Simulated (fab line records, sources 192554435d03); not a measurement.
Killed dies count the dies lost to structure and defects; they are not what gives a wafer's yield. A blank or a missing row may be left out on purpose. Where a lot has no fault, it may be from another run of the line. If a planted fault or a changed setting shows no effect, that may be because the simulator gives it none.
fab line records -- flow n5Finfet
[record] lots = 10, wafers = 26, lastDay = 17
route steps=1938 shown SPACER0@260 SD_EPI_N@271 SD_EPI_P@307 BEOL_M4@1111 PASSIVATION@1936
lots untouched by any fault: they come from a run of this same line in which no faults occurred
startH: hours from the record's opening day to when the first of the lot's shown wafers began -- waitH: hours elapsed since this lot's preceding step -- " the same as in the row above -- L1.1+2: a row that stands for several wafers -- - either no value or no given start -- * or withheld: withheld -- < > ~ a bound
route shown NAME@n: names a module that has steps shown in the file, with the first one's number in the route -- usual: average and standard deviation across the fault-free wafers -- same: alike in all rows -- chamber/n: place in a boat -- sites: readings site by site -- _std_site: their standard deviation -- _edge_site: inner sites' mean taken away from outer sites' mean -- radiusMm: how far each site lies from the wafer's centre -- mask NAME#n: copy n -- behind: tool/chamber where the wafer was last shaped -- hold: reason for holding the lot/hours on hold/outcome of the hold -- device: the transistor (n, p or np) that didn't switch -- end of line: the tests these same wafers got at the end of their route -- where a step has no rows: the recipe by itself -- killed: at the first sort, the dies lost to defects and structure; wafer yield is something else -- map: dies across one wafer; x = killed, . = not, _ = none there
set.NAME: the setting as run; set.NAME@STEP: as run at that earlier step -- model.NAME: the simulator's own value behind a step, which no gauge read
a sample of lots followed through the steps of the route, with each step as a table and each wafer as a row
services: a tool's chamber out of use, with start hour (startH, from the record's first day; less than 0 if before it), hours out, and reason
[[steps]]
[step N5_SPACER0_ALD_08]
[recipe] material = SiNx, targetThkA = 20, tempC = 400, aldPrecursorFamily = SiH2I2, aldCoReactant = N2/H2-plasma, pressureTorr = 2
[usual] heaterPowerW = 879/100
lot.wafer,tool,chamber,startH,waitH,heaterPowerW
L461.2,aldSin-04,0,67.40,0.1,901
L461.4,aldSin-04,2,67.40,0.1,949
L461.5,aldSin-04,3,67.40,0.1,740
L463.2,aldSin-03,0,80.55,0.1,871
L463.4,aldSin-03,2,80.55,0.1,747
L463.6,aldSin-03,1,80.55,0.1,824
L466.2,aldSin-04,3,97.83,0.1,793
L466.3,aldSin-04,1,97.83,0.1,793
L467.1,aldSin-04,1,102.25,0.1,809
L467.3,aldSin-04,3,102.25,0.1,750
L467.4,aldSin-04,0,102.25,0.1,908
L468.3,aldSin-04,3,110.72,0.1,762
L468.4,aldSin-04,1,110.72,0.1,798
L468.6,aldSin-04,0,110.72,0.1,895
L469.4,aldSin-01,0,115.54,0.1,862
L469.6,aldSin-01,2,115.54,0.1,1051
L476.4,aldSin-04,2,155.01,0.1,943
L476.5,aldSin-04,3,155.01,0.1,773
L478.3,aldSin-03,1,171.23,0.1,846
L478.4,aldSin-03,3,171.23,0.1,1090
L478.6,aldSin-03,0,171.23,0.1,910
L479.2,aldSin-01,3,174.85,0.1,802
L479.3,aldSin-01,0,174.85,0.1,856
L480.1,aldSin-01,3,181.33,0.1,786
L480.4,aldSin-01,2,181.33,0.1,1056
L480.6,aldSin-01,1,181.33,0.1,898
[step N5_SD_EPI_N_OVL_MEAS_10]
[recipe] pointsPerWafer = 44
[usual] SD_N_BLK_OVL = -0.3/0.87
lot.wafer,tool,chamber,startH,waitH,SD_N_BLK_OVL[nm]
L461.2,overlay-01,0,67.98,0.0,-0.8
L461.4,overlay-01,0,67.98,0.0,0.4
L461.5,overlay-01,0,67.98,0.0,-0.3
L463.2,overlay-01,0,81.14,0.0,-0.8
L463.4,overlay-01,0,81.14,0.0,0.0
L463.6,overlay-01,0,81.14,0.0,-0.2
L466.2,overlay-01,0,98.42,0.0,-0.8
L466.3,overlay-01,0,98.42,0.0,0.4
L467.1,overlay-02,0,102.85,0.0,-0.1
L467.3,overlay-02,0,102.85,0.0,0.2
L467.4,overlay-02,0,102.85,0.0,0.0
L468.3,overlay-02,0,111.30,0.0,-2.3
L468.4,overlay-02,0,111.30,0.0,-0.3
L468.6,overlay-02,0,111.30,0.0,-1.2
L469.4,overlay-02,0,116.14,0.0,-0.2
L469.6,overlay-02,0,116.14,0.0,0.6
L476.4,overlay-02,0,155.41,0.0,0.4
L476.5,overlay-02,0,155.41,0.0,-1.3
L478.3,overlay-02,0,171.82,0.0,-0.1
L478.4,overlay-02,0,171.82,0.0,-2.2
L478.6,overlay-02,0,171.82,0.0,-1.2
L479.2,overlay-01,0,175.44,0.0,-1.9
L479.3,overlay-01,0,175.44,0.0,-1.3
L480.1,overlay-01,0,181.92,0.0,-1.3
L480.4,overlay-01,0,181.92,0.0,-1.3
L480.6,overlay-01,0,181.92,0.0,-1.1
[step N5_SD_EPI_N_DESCUM_14]
[recipe] chemistry = O2, timeS = 7.9, sourcePowerW = 50, biasPowerW = 20, pressureMtorr = 20, rfFrequencyHz = 2.712e+07, tempC = 40, resist = CAR-ArF-block, o2FlowSccm = 225
[usual] chamberPressureMTorr = 20.002/0.016, drypumpMotorCurrentA = 5.5/0.5, oesProductAu = 0.76/0.087, rfVppV = 243.1/1.3, showerheadPlenumPTorr = 2.08/0.062, throttleValvePct = 20.50/0.21
lot.wafer,tool,chamber,startH,waitH,chamberPressureMTorr,drypumpMotorCurrentA,oesProductAu,rfHoursCounterH,rfVppV,showerheadPlenumPTorr,throttleValvePct
L461.2,rieDiel-04,3,68.04,0.0,19.995,6.1,0.72,220,242.7,2.07,20.48
L461.4,rieDiel-04,2,68.04,0.0,20.026,5.1,0.72,224,243.7,2.08,20.56
L461.5,rieDiel-04,3,68.04,0.0,20.008,6.1,0.71,-,243.6,2.07,20.49
L463.2,rieDiel-03,3,81.22,0.1,19.977,5.1,0.78,109,245.6,2.17,20.21
L463.4,rieDiel-03,2,81.22,0.1,19.986,5.9,0.73,-,243.2,2.09,20.46
L463.6,rieDiel-03,1,81.22,0.1,19.991,5.3,0.88,-,242.6,2.06,20.24
L466.2,rieDiel-04,2,98.48,0.0,20.028,5.1,0.72,235,242.7,2.07,20.57
L466.3,rieDiel-04,3,98.48,0.0,19.974,6.2,0.70,233,242.5,2.07,20.50
L467.1,rieDiel-02,1,103.23,0.4,20.000,6.4,0.70,228,240.6,2.06,20.10
L467.3,rieDiel-02,0,103.23,0.4,20.002,5.1,0.73,190,241.2,1.98,20.80
L467.4,rieDiel-02,3,103.23,0.4,19.996,5.3,1.03,0,245.3,2.24,20.25
L468.3,rieDiel-04,2,111.36,0.0,20.017,5.1,0.71,239,242.4,2.07,20.60
L468.4,rieDiel-04,0,111.36,0.0,20.018,5.0,0.69,231,243.1,2.05,20.50
L468.6,rieDiel-04,2,111.36,0.0,19.977,5.1,0.71,-,244.0,2.07,20.59
L469.4,rieDiel-03,3,116.20,0.0,20.003,5.1,0.75,121,246.3,2.17,20.24
L469.6,rieDiel-03,1,116.20,0.0,19.998,5.3,0.85,-,242.2,2.06,20.24
L476.4,rieDiel-02,3,155.47,0.0,19.994,5.3,0.94,20,244.8,2.23,20.28
L476.5,rieDiel-02,1,155.47,0.0,19.992,6.4,0.69,-,242.5,2.06,20.15
L478.3,rieDiel-04,2,171.88,0.0,19.986,5.1,0.98,4,243.8,2.07,20.30
L478.4,rieDiel-04,2,171.88,0.0,20.013,5.1,0.97,-,244.2,2.07,20.30
L478.6,rieDiel-04,1,171.88,0.0,19.979,6.0,0.73,-,244.5,2.17,20.84
L479.2,rieDiel-04,2,175.49,0.0,19.993,5.1,0.97,5,241.7,2.07,20.30
L479.3,rieDiel-04,1,175.49,0.0,19.991,6.0,0.74,195,245.1,2.17,20.82
L480.1,rieDiel-03,2,181.97,0.0,19.977,5.9,0.69,223,244.4,2.08,20.52
L480.4,rieDiel-03,1,181.97,0.0,20.018,5.2,0.82,-,242.8,2.05,20.27
L480.6,rieDiel-03,2,181.97,0.0,19.983,5.9,0.69,-,243.3,2.08,20.52
[step N5_SD_EPI_P_ETCH_36]
[recipe] chemistry = CF4, target = SiARC, targetDepthA = 455, maskMaterial = CAR-ArF-block, timeS = 75.8, ionEnergyEv = 80, pressureMtorr = 40, sourceW = 545, biasW = 36, Ar_flow_sccm = 100, cf4FlowSccm = 100, ends = cleared
[usual] chamberPressureMTorr = 40.00/0.039, drypumpMotorCurrentA = 5.60/0.28, etchRfOnTimeS = 75.3/1.3, oesProductAu = 0.67/0.063, rfVppV = 184.5/1, showerheadPlenumPTorr = 2.17/0.045, throttleValvePct = 15.58/0.21
lot.wafer,tool,chamber,startH,waitH,chamberPressureMTorr,drypumpMotorCurrentA,etchRfOnTimeS,oesProductAu,rfHoursCounterH,rfVppV,showerheadPlenumPTorr,throttleValvePct
L461.2,rieDiel-06,3,72.53,0.0,40.02,5.35,72.9,0.77,37,183.4,2.10,15.46
L461.4,rieDiel-06,1,72.53,0.0,39.96,5.27,78.0,0.58,236,184.3,2.21,15.79
L461.5,rieDiel-06,0,72.53,0.0,39.98,5.82,78.5,0.64,-,185.9,2.23,15.60
L463.2,rieDiel-05,3,85.69,0.0,40.01,5.54,76.9,0.61,189,182.3,2.13,15.83
L463.4,rieDiel-05,1,85.69,0.0,40.02,5.26,75.6,0.73,60,185.5,2.16,15.27
L463.6,rieDiel-05,2,85.69,0.0,39.94,5.53,76.0,0.76,-,187.2,2.19,15.48
L466.2,rieDiel-01,0,102.86,0.0,39.95,6.09,77.5,0.57,243,183.1,2.19,15.95
L466.3,rieDiel-01,3,102.86,0.0,39.92,5.77,74.8,0.66,170,185.2,2.22,15.41
L467.1,rieDiel-05,0,107.66,0.0,39.96,6.06,74.6,0.65,146,186.2,2.24,15.50
L467.3,rieDiel-05,2,107.66,0.0,40.02,5.56,74.9,0.76,30,185.3,2.18,15.50
L467.4,rieDiel-05,1,107.66,0.0,39.99,5.27,74.3,0.73,66,185.2,2.16,15.32
L468.3,rieDiel-05,3,116.65,0.0,39.99,5.56,76.7,0.61,197,183.8,2.12,15.84
L468.4,rieDiel-05,1,116.65,0.0,40.05,5.30,75.1,0.72,68,184.8,2.16,15.29
L468.6,rieDiel-05,3,116.65,0.0,40.02,5.54,76.6,0.61,-,184.9,2.12,15.85
L469.4,rieDiel-05,3,120.62,0.0,40.01,5.54,76.6,0.61,198,183.7,2.12,15.86
L469.6,rieDiel-05,3,120.62,0.0,40.07,5.55,76.4,0.61,-,183.7,2.12,15.86
L476.4,rieDiel-05,0,159.94,0.0,39.95,6.03,74.4,0.65,161,186.6,2.24,15.53
L476.5,rieDiel-05,1,159.94,0.0,40.02,5.27,107.4,0.61,-,184.5,2.15,15.32
L478.3,rieDiel-05,2,176.65,0.0,39.99,5.57,107.3,0.62,50,184.0,2.18,15.52
L478.4,rieDiel-05,0,176.65,0.0,40.00,6.03,72.5,0.65,165,184.9,2.24,15.56
L478.6,rieDiel-05,2,176.65,0.0,39.91,5.56,73.9,0.74,-,184.2,2.18,15.54
L479.2,rieDiel-05,3,179.96,0.0,39.96,5.54,76.0,0.60,216,183.3,2.12,15.89
L479.3,rieDiel-05,2,179.96,0.0,39.99,5.57,108.6,0.62,51,185.4,2.18,15.52
L480.1,rieDiel-01,2,188.32,0.0,40.04,5.25,76.2,0.58,232,183.7,2.12,15.66
L480.4,rieDiel-01,3,188.32,0.0,39.94,5.77,75.9,0.63,199,185.7,2.21,15.44
L480.6,rieDiel-01,2,188.32,0.0,39.98,5.27,76.3,0.58,-,184.2,2.12,15.65
[step N5_BEOL_M4_RC_MEAS_101]
[usual] DIBL_N = 35.8/1.5, DIBL_P = 35.9/1.8, IOFF_N = 0.152/0.025, IOFF_P = 0.21/0.031, ION_N = 672/11, ION_P = 462/7.4, SS_N = 71.5/0.52, SS_P = 73.2/0.54, VT_N = 250/3, VT_P = -250/3.3
lot.wafer,tool,chamber,startH,waitH,DIBL_N[mV/V],DIBL_P[mV/V],IOFF_N[nA/um],IOFF_P[nA/um],ION_N[uA/um],ION_P[uA/um],SS_N[mV/dec],SS_P[mV/dec],VT_N[mV],VT_P[mV]
L461.2,prober-01,0,178.69,0.2,34.4,31.2,0.096,0.13,655,449,70.5,72.3,261,-260
L461.4,prober-01,0,178.69,0.2,37.0,34.5,0.137,0.18,672,458,71.1,73.2,253,-254
L461.5,prober-01,0,178.69,0.2,36.8,34.3,0.137,0.18,669,458,71.2,73.1,251,-255
L463.2,prober-02,0,202.37,0.2,36.1,34.1,0.143,0.20,678,465,71.3,73.3,251,-249
L463.4,prober-02,0,202.37,0.2,36.7,34.2,0.153,0.20,659,449,71.6,73.1,249,-247
L463.6,prober-02,0,202.37,0.2,36.1,35.3,0.155,0.22,664,461,70.4,73.9,248,-247
L466.2,prober-02,0,215.76,0.2,34.6,34.5,0.115,0.15,652,449,71.6,72.3,256,-255
L466.3,prober-02,0,215.76,0.2,36.3,36.1,0.146,0.18,669,463,71.1,72.7,252,-253
L467.1,prober-01,0,230.98,0.0,35.9,35.9,0.158,0.21,673,464,71.3,72.6,248,-245
L467.3,prober-01,0,230.98,0.0,36.2,36.9,0.169,0.23,684,469,71.0,73.7,248,-248
L467.4,prober-01,0,230.98,0.0,35.8,36.0,0.161,0.21,685,466,70.9,73.8,248,-251
L468.3,prober-01,0,239.52,0.3,37.8,35.5,0.148,0.21,669,458,71.3,73.0,250,-247
L468.4,prober-01,0,239.52,0.3,37.7,35.1,0.151,0.21,666,459,72.1,72.7,253,-249
L468.6,prober-01,0,239.52,0.3,37.9,34.9,0.149,0.20,662,451,72.2,73.3,255,-250
L469.4,prober-02,0,240.38,0.5,36.5,35.2,0.167,0.21,681,466,72.1,72.9,251,-246
L469.6,prober-02,0,240.38,0.5,35.9,34.6,0.151,0.20,670,462,70.9,73.4,250,-248
L476.4,prober-02,0,271.90,0.5,35.5,37.1,0.182,0.24,682,460,71.9,73.3,247,-247
L476.5,prober-02,0,271.90,0.5,34.3,37.2,0.175,0.24,694,471,71.1,72.5,245,-250
L478.3,prober-01,0,289.49,0.3,34.0,34.4,0.141,0.21,664,463,72.0,73.1,252,-247
L478.4,prober-01,0,289.49,0.3,33.5,34.2,0.127,0.20,648,457,70.8,72.4,253,-247
L478.6,prober-01,0,289.49,0.3,34.8,36.0,0.159,0.24,689,473,71.4,73.4,249,-246
L479.2,prober-02,0,300.52,0.2,33.7,34.6,0.135,0.20,662,465,71.3,72.6,251,-249
L479.3,prober-02,0,300.52,0.2,33.9,34.2,0.133,0.19,664,455,71.8,73.0,253,-251
L480.1,prober-01,0,303.34,0.0,36.0,35.4,0.146,0.22,676,467,71.5,73.1,251,-249
L480.4,prober-01,0,303.34,0.0,35.9,35.9,0.154,0.23,678,466,71.8,73.0,246,-248
L480.6,prober-01,0,303.34,0.0,35.4,35.1,0.144,0.21,693,468,71.3,72.4,251,-248
[step N5_PASSIVATION_PROBE_49]
[usual] defectLimitedYield = 91.7/1.7, killed_at_M0_to_M3 = 34/10, killed_at_M4_up = 13/5.1, killedAtContacts = 12/6.2, killedAtFrontEnd = 36/12, killedAtOther = 3.2/2.6, killedDies = 98/20, killedOpen = 65/13, killedShort = 32/8.4, sort_bin_5_function = 4.8/1.1, sort_bin_6_memory = 3.2/0.74, sortNPass = 1082/20, sortYieldPct = 91.7/1.7
[same] grossDies = 1180, killedAtBackSide = 0, sort_bin_4_leakage[%] = 0, sort_bin_8_speed[%] = 0
lot.wafer,tool,chamber,startH,waitH,defectLimitedYield[%],killed_at_M0_to_M3,killed_at_M4_up,killedAtContacts,killedAtFrontEnd,killedAtOther,killedDies,killedOpen,killedShort,sort_bin_5_function[%],sort_bin_6_memory[%],sortNPass,sortYieldPct[%]
L467.1,prober-02,-,331.27,0.0,88.7,35,13,10,73,2,133,81,51,6.9,3.9,1047,88.7
L467.3,prober-02,-,331.37,0.1,87.1,73,13,4,56,6,152,87,64,6.9,5.3,1028,87.1
L467.4,prober-02,-,331.42,0.2,88.9,38,23,12,54,4,131,78,53,6.9,4.0,1049,88.9
L469.4,prober-01,-,340.57,0.2,94.0,16,12,15,25,3,71,47,24,3.4,2.2,1109,94.0
L469.6,prober-01,-,340.67,0.3,93.2,31,7,13,29,0,80,54,26,3.6,3.1,1100,93.2
L468.3,prober-02,-,345.24,0.1,90.7,36,12,20,38,4,110,78,23,5.3,3.1,1070,90.7
L468.4,prober-02,-,345.29,0.2,90.3,41,18,14,36,5,114,74,40,5.8,3.6,1066,90.3
L468.6,prober-02,-,345.39,0.3,88.6,49,14,30,37,4,134,90,44,6.9,4.1,1046,88.6
L476.4,prober-02,-,376.64,0.2,88.6,50,10,20,50,4,134,92,36,6.9,3.7,1046,88.6
L476.5,prober-02,-,376.69,0.2,88.6,47,9,17,58,4,135,89,46,6.9,4.3,1045,88.6
L479.2,prober-02,-,395.45,0.1,91.0,36,25,10,35,0,106,75,30,4.5,4.0,1074,91.0
L479.3,prober-02,-,395.50,0.1,90.2,37,22,9,46,2,116,76,39,5.8,3.5,1064,90.2
L480.1,prober-02,-,412.92,0.0,90.8,39,9,14,42,5,109,78,30,5.5,3.1,1071,90.8
L480.4,prober-02,-,413.07,0.2,93.4,27,6,8,33,4,78,47,29,3.9,2.4,1102,93.4
L480.6,prober-02,-,413.17,0.3,91.3,30,13,12,42,6,103,70,31,5.9,2.5,1077,91.3
// killed by level:class
L467.1 FIN_SAQP:geometricParticle:short=23 FIN_SAQP:geometricParticle:open=11 STI_FIN_REVEAL:geometricParticle:open=11 BEOL_M0_SAQP:geometricParticle:open=9 DUMMY_GATE:geometricParticle:open=8 MOL_CONTACT_COAG:geometricParticle:open=8 BEOL_M0_SAQP:geometricParticle:short=8 BEOL_M0:geometricParticle:open=8
L467.3 BEOL_M0_SAQP:geometricParticle:short=21 BEOL_M0_SAQP:geometricParticle:open=18 FIN_SAQP:geometricParticle:open=16 BEOL_M1:geometricParticle:open=16 BEOL_M1:geometricParticle:short=9 STI_FIN_REVEAL:geometricParticle:open=8 DUMMY_GATE:geometricParticle:open=8 BEOL_M4:geometricParticle:short=8
L467.4 FIN_SAQP:geometricParticle:short=17 BEOL_M0_SAQP:geometricParticle:short=14 FIN_SAQP:geometricParticle:open=13 BEOL_M0_SAQP:geometricParticle:open=12 DUMMY_GATE:geometricParticle:open=9 MOL_CONTACT_COAG:geometricParticle:open=9 BEOL_M4:geometricParticle:open=9 BEOL_M4:geometricParticle:short=6
L469.4 MOL_CONTACT_COAG:geometricParticle:open=12 BEOL_M4:geometricParticle:open=8 GATE_CUT:geometricParticle:short=6 FIN_SAQP:geometricParticle:open=5 BEOL_M0_SAQP:geometricParticle:open=5 FIN_SAQP:geometricParticle:short=4 GATE_CUT:geometricParticle:open=3 MOL_CONTACT_COAG:geometricParticle:short=3
L469.6 MOL_CONTACT_COAG:geometricParticle:open=10 BEOL_M2:geometricParticle:open=9 FIN_SAQP:geometricParticle:open=7 GATE_CUT:geometricParticle:short=5 BEOL_M3:geometricParticle:short=5 FIN_SAQP:geometricParticle:short=4 BEOL_M0_SAQP:geometricParticle:open=4 BEOL_M1:geometricParticle:open=4
L468.3 MOL_CONTACT_COAG:geometricParticle:open=16 BEOL_M3:geometricParticle:open=15 HKMG_FIN:areaEtch=8 STI_FIN_REVEAL:geometricParticle:open=6 GATE_CUT:geometricParticle:short=6 BEOL_M0_SAQP:geometricParticle:open=6 DUMMY_GATE:geometricParticle:open=5 BEOL_M0_SAQP:geometricParticle:short=5
L468.4 FIN_SAQP:geometricParticle:open=12 BEOL_M3:geometricParticle:open=10 BEOL_M0_SAQP:geometricParticle:short=9 MOL_CONTACT_COAG:geometricParticle:open=8 BEOL_M4:geometricParticle:open=8 FIN_SAQP:geometricParticle:short=7 BEOL_M2:geometricParticle:open=7 STI_FIN_REVEAL:geometricParticle:open=6
L468.6 MOL_CONTACT_COAG:geometricParticle:open=26 BEOL_M2:geometricParticle:open=12 FIN_SAQP:geometricParticle:short=11 BEOL_M0_SAQP:geometricParticle:open=9 STI_FIN_REVEAL:geometricParticle:open=7 BEOL_M0_SAQP:geometricParticle:short=7 BEOL_M3:geometricParticle:open=7 FIN_SAQP:geometricParticle:open=6
L476.4 MOL_CONTACT_COAG:geometricParticle:open=19 FIN_SAQP:geometricParticle:open=16 BEOL_M1:geometricParticle:open=11 BEOL_M2:geometricParticle:open=11 FIN_SAQP:geometricParticle:short=9 BEOL_M0_SAQP:geometricParticle:short=8 BEOL_M0_SAQP:geometricParticle:open=8 BEOL_M1:geometricParticle:short=7
L476.5 FIN_SAQP:geometricParticle:open=17 BEOL_M0_SAQP:geometricParticle:open=15 FIN_SAQP:geometricParticle:short=11 MOL_CONTACT_COAG:geometricParticle:open=11 STI_FIN_REVEAL:geometricParticle:open=8 BEOL_M0_SAQP:geometricParticle:short=7 BEOL_M3:geometricParticle:open=7 MOL_CONTACT_COAG:geometricParticle:short=6
L479.2 BEOL_M4:geometricParticle:open=16 BEOL_M2:geometricParticle:open=13 MOL_CONTACT_COAG:geometricParticle:open=9 GATE_CUT:geometricParticle:short=6 BEOL_M3:geometricParticle:open=6 STI_FIN_REVEAL:geometricParticle:open=5 FIN_SAQP:geometricParticle:short=4 DUMMY_GATE:geometricParticle:open=4
L479.3 FIN_SAQP:geometricParticle:short=15 FIN_SAQP:geometricParticle:open=11 BEOL_M2:geometricParticle:open=11 BEOL_M3:geometricParticle:open=10 BEOL_M4:geometricParticle:open=8 MOL_CONTACT_COAG:geometricParticle:open=7 BEOL_M0_SAQP:geometricParticle:open=6 DUMMY_GATE:geometricParticle:open=5
L480.1 MOL_CONTACT_COAG:geometricParticle:open=11 FIN_SAQP:geometricParticle:open=10 BEOL_M2:geometricParticle:open=8 BEOL_M0_SAQP:geometricParticle:short=7 BEOL_M1:geometricParticle:open=6 BEOL_M3:geometricParticle:open=6 DUMMY_GATE:geometricParticle:open=5 BEOL_M0_SAQP:geometricParticle:open=5
L480.4 BEOL_M2:geometricParticle:open=7 ILD0:geometricParticle:short=6 BEOL_M0_SAQP:geometricParticle:short=6 MOL_CONTACT_COAG:geometricParticle:open=5 BEOL_M1:geometricParticle:open=5 FIN_SAQP:geometricParticle:short=4 FIN_SAQP:geometricParticle:open=4 STI_FIN_REVEAL:geometricParticle:open=4
L480.6 FIN_SAQP:geometricParticle:short=12 BEOL_M4:geometricParticle:open=10 MOL_CONTACT_COAG:geometricParticle:open=9 FIN_SAQP:geometricParticle:open=8 STI_FIN_REVEAL:geometricParticle:open=7 BEOL_M1:geometricParticle:open=6 BEOL_M0_SAQP:geometricParticle:open=5 BEOL_M0_SAQP:geometricParticle:short=4
[[services]]
tool,chamber,startH,hours,kind
aldSin-01,-,50.80,6.6,repair
rieDiel-03,0,63.04,1.6,repair
rieDiel-05,1,73.51,5.2,repair
aldSin-01,-,85.29,14.0,pm
aldSin-01,0,85.29,14.0,ventCycle
rieDiel-03,1,129.58,13.2,repair
rieDiel-06,1,130.63,9.8,repair
rieDiel-04,2,139.87,-,clean
rieDiel-04,2,139.87,-,consumableReplace:focusRing
rieDiel-04,2,139.87,23.9,scheduledDown
rieDiel-04,2,139.87,23.9,ventCycle
aldSin-01,3,141.04,5.9,repair
rieDiel-06,2,149.71,12.8,repair
rieDiel-01,3,157.99,1.5,repair
rieDiel-04,3,163.89,-,clean
rieDiel-04,3,163.89,-,consumableReplace:focusRing
rieDiel-04,3,163.89,13.6,scheduledDown
rieDiel-04,3,163.89,13.6,ventCycle
rieDiel-06,1,177.25,22.2,repair
aldSin-03,-,177.36,14.0,pm
rieDiel-04,0,177.63,-,clean
rieDiel-04,0,177.63,-,consumableReplace:focusRing
rieDiel-04,0,177.63,29.9,scheduledDown
rieDiel-04,0,177.63,29.9,ventCycle
[[key]]
[firstSign] step = N5_SD_EPI_P_ETCH_36, reading = etchRfOnTimeS, direction = up, sigmas = 25, usual = *, struck = *
effect none on later readings
metAt N5_SD_EPI_P_ETCH_36
struckLots L476,L478,L479
struckWafers L476.5,L478.3,L479.3
notActingAt N5_SPACER0_ALD_08,N5_SD_EPI_N_OVL_MEAS_10,N5_SD_EPI_N_DESCUM_14
onsetBetween 120.62 159.94
[fault] kind = processParameterDrift, tool = rieDiel-05, chamber = -, onsetH = 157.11, steps = N5_SD_EPI_P_ETCH_36, channel = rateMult, offset = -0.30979, shape = step, endH = 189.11, scope = struckWafersOnly
